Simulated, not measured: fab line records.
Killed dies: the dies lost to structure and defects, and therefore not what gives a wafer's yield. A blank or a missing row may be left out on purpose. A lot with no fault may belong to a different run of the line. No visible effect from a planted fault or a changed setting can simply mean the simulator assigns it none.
Chamber matching :: flow n5Finfet :: rieDiel-04 running N5_BEOL_M12_ETCH_67: 4 sister chambers
The step etches SiARC in CF4, target depth 143 nm, time 238.3 s. 20 wafers are shown with their chamber, then 10 later ones without.

## WAFERS WITH THEIR CHAMBER
wafer: L078.2
chamber: 1
showerheadPlenumPTorr (Torr): 2.08
drypumpMotorCurrentA (A): 5.8
throttleValvePct (%): 15.41

wafer: L078.3
chamber: 0
showerheadPlenumPTorr (Torr): 2.28
drypumpMotorCurrentA (A): 5.6
throttleValvePct (%): 15.66

wafer: L078.5
chamber: 3
showerheadPlenumPTorr (Torr): 2.05
drypumpMotorCurrentA (A): 5.0
throttleValvePct (%): 15.77

wafer: L079.1
chamber: 3
showerheadPlenumPTorr (Torr): 2.05
drypumpMotorCurrentA (A): 5.0
throttleValvePct (%): 15.77

wafer: L079.2
chamber: 0
showerheadPlenumPTorr (Torr): 2.28
drypumpMotorCurrentA (A): 5.5
throttleValvePct (%): 15.66

wafer: L079.6
chamber: 0
showerheadPlenumPTorr (Torr): 2.28
drypumpMotorCurrentA (A): 5.6
throttleValvePct (%): 15.67

wafer: L080.1
chamber: 2
showerheadPlenumPTorr (Torr): 2.27
drypumpMotorCurrentA (A): 5.1
throttleValvePct (%): 15.43

wafer: L080.2
chamber: 0
showerheadPlenumPTorr (Torr): 2.28
drypumpMotorCurrentA (A): 5.5
throttleValvePct (%): 15.69

wafer: L080.4
chamber: 3
showerheadPlenumPTorr (Torr): 2.05
drypumpMotorCurrentA (A): 5.0
throttleValvePct (%): 15.77

wafer: L082.1
chamber: 1
showerheadPlenumPTorr (Torr): 2.08
drypumpMotorCurrentA (A): 5.8
throttleValvePct (%): 15.41

wafer: L082.2
chamber: 0
showerheadPlenumPTorr (Torr): 2.28
drypumpMotorCurrentA (A): 5.5
throttleValvePct (%): 15.67

wafer: L082.6
chamber: 1
showerheadPlenumPTorr (Torr): 2.08
drypumpMotorCurrentA (A): 5.8
throttleValvePct (%): 15.39

wafer: L085.1
chamber: 1
showerheadPlenumPTorr (Torr): 2.08
drypumpMotorCurrentA (A): 5.8
throttleValvePct (%): 15.40

wafer: L085.3
chamber: 0
showerheadPlenumPTorr (Torr): 2.28
drypumpMotorCurrentA (A): 5.5
throttleValvePct (%): 15.68

wafer: L085.5
chamber: 0
showerheadPlenumPTorr (Torr): 2.28
drypumpMotorCurrentA (A): 5.5
throttleValvePct (%): 15.69

wafer: L086.1
chamber: 3
showerheadPlenumPTorr (Torr): 2.05
drypumpMotorCurrentA (A): 5.0
throttleValvePct (%): 15.80

wafer: L086.4
chamber: 2
showerheadPlenumPTorr (Torr): 2.26
drypumpMotorCurrentA (A): 5.1
throttleValvePct (%): 15.43

wafer: L086.5
chamber: 0
showerheadPlenumPTorr (Torr): 2.28
drypumpMotorCurrentA (A): 5.6
throttleValvePct (%): 15.69

wafer: L087.1
chamber: 0
showerheadPlenumPTorr (Torr): 2.27
drypumpMotorCurrentA (A): 5.6
throttleValvePct (%): 15.68

wafer: L087.4
chamber: 2
showerheadPlenumPTorr (Torr): 2.26
drypumpMotorCurrentA (A): 5.1
throttleValvePct (%): 15.45

SIGNATURES, as means of the wafers listed above
reading: showerheadPlenumPTorr
chamber 0: 2.2789
chamber 1: 2.0800
chamber 2: 2.2633
chamber 3: 2.0500
scatter within a chamber: 0.00312

reading: drypumpMotorCurrentA
chamber 0: 5.544
chamber 1: 5.800
chamber 2: 5.100
chamber 3: 5.000
scatter within a chamber: 0.0373

reading: throttleValvePct
chamber 0: 15.6767
chamber 1: 15.4025
chamber 2: 15.4367
chamber 3: 15.7775
scatter within a chamber: 0.0123
Rule: for each reading, subtract the chamber's mean from the wafer's reading, divide by that reading's scatter and square the result; add these up over the readings and take the root, which gives the wafer's distance from the chamber. The wafer belongs to the nearest chamber; if the next one is less than 2 further off, it can't be placed. The scatter is the square root of a quotient: the sum, over the shown wafers, of each reading's squared deviation from its chamber's mean, divided by wafers minus chambers.

## WAFERS MISSING THEIR CHAMBER
wafer: L087.5
showerheadPlenumPTorr (Torr): 2.28
drypumpMotorCurrentA (A): 5.5
throttleValvePct (%): 15.70

wafer: L089.3
showerheadPlenumPTorr (Torr): 2.27
drypumpMotorCurrentA (A): 5.5
throttleValvePct (%): 15.69

wafer: L089.4
showerheadPlenumPTorr (Torr): 2.26
drypumpMotorCurrentA (A): 5.1
throttleValvePct (%): 15.44

wafer: L089.6
showerheadPlenumPTorr (Torr): 2.07
drypumpMotorCurrentA (A): 5.8
throttleValvePct (%): 15.44

wafer: L090.4
showerheadPlenumPTorr (Torr): 2.04
drypumpMotorCurrentA (A): 5.1
throttleValvePct (%): 15.83

wafer: L090.5
showerheadPlenumPTorr (Torr): 2.04
drypumpMotorCurrentA (A): 5.0
throttleValvePct (%): 15.82

wafer: L090.6
showerheadPlenumPTorr (Torr): 2.26
drypumpMotorCurrentA (A): 5.1
throttleValvePct (%): 15.47

wafer: L097.2
showerheadPlenumPTorr (Torr): 2.27
drypumpMotorCurrentA (A): 5.6
throttleValvePct (%): 15.75

wafer: L097.3
showerheadPlenumPTorr (Torr): 2.25
drypumpMotorCurrentA (A): 5.1
throttleValvePct (%): 15.49

wafer: L097.4
showerheadPlenumPTorr (Torr): 2.27
drypumpMotorCurrentA (A): 5.5
throttleValvePct (%): 15.74

## EACH ONE'S CHAMBER
wafer: L087.5
from the rows above: 0
in truth: 0

wafer: L089.3
from the rows above: 0
in truth: 0

wafer: L089.4
from the rows above: 2
in truth: 2

wafer: L089.6
from the rows above: 1
in truth: 1

wafer: L090.4
from the rows above: 3
in truth: 3

wafer: L090.5
from the rows above: 3
in truth: 3

wafer: L090.6
from the rows above: 2
in truth: 2

wafer: L097.2
from the rows above: 0
in truth: 0

wafer: L097.3
from the rows above: 2
in truth: 2

wafer: L097.4
from the rows above: 0
in truth: 0
Correct placement for 10 of the 10. From these rows, 0 cannot be placed. Number placed wrongly: 0.
